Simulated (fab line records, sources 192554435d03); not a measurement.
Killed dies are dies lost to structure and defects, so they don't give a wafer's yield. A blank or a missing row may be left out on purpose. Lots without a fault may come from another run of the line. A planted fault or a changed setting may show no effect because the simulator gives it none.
Split-lot experiment | flow n5_finfet | 7 lots, 21 wafers read, on a route of 1938 steps

THE SPLIT
At N5_BEOL_M10_ILD_DEP_00 (deposits SiCOH lowk from DEMS/porogen, target thk 308.51 nm, time 58 s), the setting time_s was moved away from the recipe's 58 s on 4 of the 21 wafers read, by -8.8% to +8.5%. The other wafers ran this setting at the recipe's value.

FROM THE SPLIT TO THE READING: what the file shows between them, 1 step
- N5_BEOL_M10_CURE_71: cures SiCOH lowk, time 240 s

THE READING
M10_ILD_THK, in nm, at N5_BEOL_M10_THK_MEAS_01. Fault-free wafers of this fab line usually give 268 nm, standard deviation 3.4 nm.

wafer  | tool, chamber at the split | time_s as run, s | against the recipe | M10_ILD_THK, nm | against lot-mates on the recipe
L076.1 | pecvd-03, 2                | 58               | recipe             | 263             | -
L076.3 | pecvd-03, 0                | 58               | recipe             | 264             | -
L076.5 | pecvd-03, 2                | 58               | recipe             | 267             | -
L080.1 | pecvd-04, 2                | 58               | recipe             | 267             | -
L080.2 | pecvd-04, 0                | 58               | recipe             | 267             | -
L080.3 | pecvd-04, 1                | 58               | recipe             | 269             | -
L081.2 | pecvd-04, 0                | 58               | recipe             | 263             | -
L081.3 | pecvd-04, 2                | 58               | recipe             | 265             | -
L081.5 | pecvd-04, 2                | 58               | recipe             | 271             | -
L089.1 | pecvd-03, 1                | 58               | recipe             | 270             | -
L089.2 | pecvd-03, 0                | 58               | recipe             | 268             | -
L089.4 | pecvd-03, 2                | 62.94            | +8.5%              | 291             | +22
L088.3 | pecvd-01, 1                | 52.91            | -8.8%              | 243             | -28
L088.4 | pecvd-01, 2                | 58               | recipe             | 270             | -
L088.5 | pecvd-01, 0                | 58               | recipe             | 271             | -
L097.1 | pecvd-01, 0                | 54.25            | -6.5%              | 244             | -24
L097.2 | pecvd-01, 1                | 54.25            | -6.5%              | 244             | -24
L097.4 | pecvd-01, 0                | 58               | recipe             | 268             | -
L095.2 | pecvd-01, 2                | 58               | recipe             | 262             | -
L095.4 | pecvd-01, 1                | 58               | recipe             | 266             | -
L095.5 | pecvd-01, 2                | 58               | recipe             | 268             | -

THE FIT
A straight line over all 21 wafers: M10_ILD_THK changes by +3.04 nm for each +1% of time_s; r = +0.96; the points scatter about the line by 2.9 nm.
The same after taking each lot's own level away (the mean of its wafers on the recipe; 21 wafers): +3.14 nm for each +1%; r = +0.98; scatter 2.4 nm.
On that fit, the largest move of time_s shifts the reading by 28 nm.
The lots' own levels span 264.7 to 270.5 nm, that is 1.7 times the standard deviation above.
So the lot-to-lot level changes the slope little: the two slopes agree.
Check: with one of the wafers moved furthest among these (-8.8%) left out of the fit, the line predicts -28.4 nm for it against its lot-mates. It came out at -27.5 nm against them.

OTHER SPLITS ON THESE WAFERS
These wafers also went through other splits before the reading. Each is held against what the fit with the lots' levels taken away leaves over:
other split on the same wafers | wafers away from the commonest value | r with M10_ILD_THK (lot level and that fit taken away)
N5_BEOL_M8_ILD_DEP_00 time_s   | 8                                    | -0.35
N5_BEOL_M9_COAT_22 spin_rpm    | 4                                    | -0.08
N5_BEOL_M9_EXPOSE_25 dose_mj   | 3                                    | +0.10

THE WHOLE CHAIN: every reading that the file lists as answering this split, in the file's order
step                    | what it does                                                           | reading                                                                                   | change (the file's fit)              | r (the file's)
N5_BEOL_M10_ILD_DEP_00  | deposits SiCOH lowk from DEMS/porogen, target thk 308.51 nm, time 58 s | SiCOH_lowk_of_BEOL_M10_ILD_DEP_00.thk_nm (the simulator's own value, which no gauge read) | +3.43 nm for each +1% of the setting | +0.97
N5_BEOL_M10_CURE_71     | cures SiCOH lowk, time 240 s                                           | SiCOH_lowk_of_BEOL_M10_ILD_DEP_00.thk_nm (the simulator's own value, which no gauge read) | +3.02 nm for each +1% of the setting | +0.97
N5_BEOL_M10_THK_MEAS_01 |                                                                        | M10_ILD_THK                                                                               | +3.04 for each +1% of the setting    | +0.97

THE FILE'S OWN FIT
M10_ILD_THK changes by +3.04 nm for each +1% of time_s, r = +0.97.
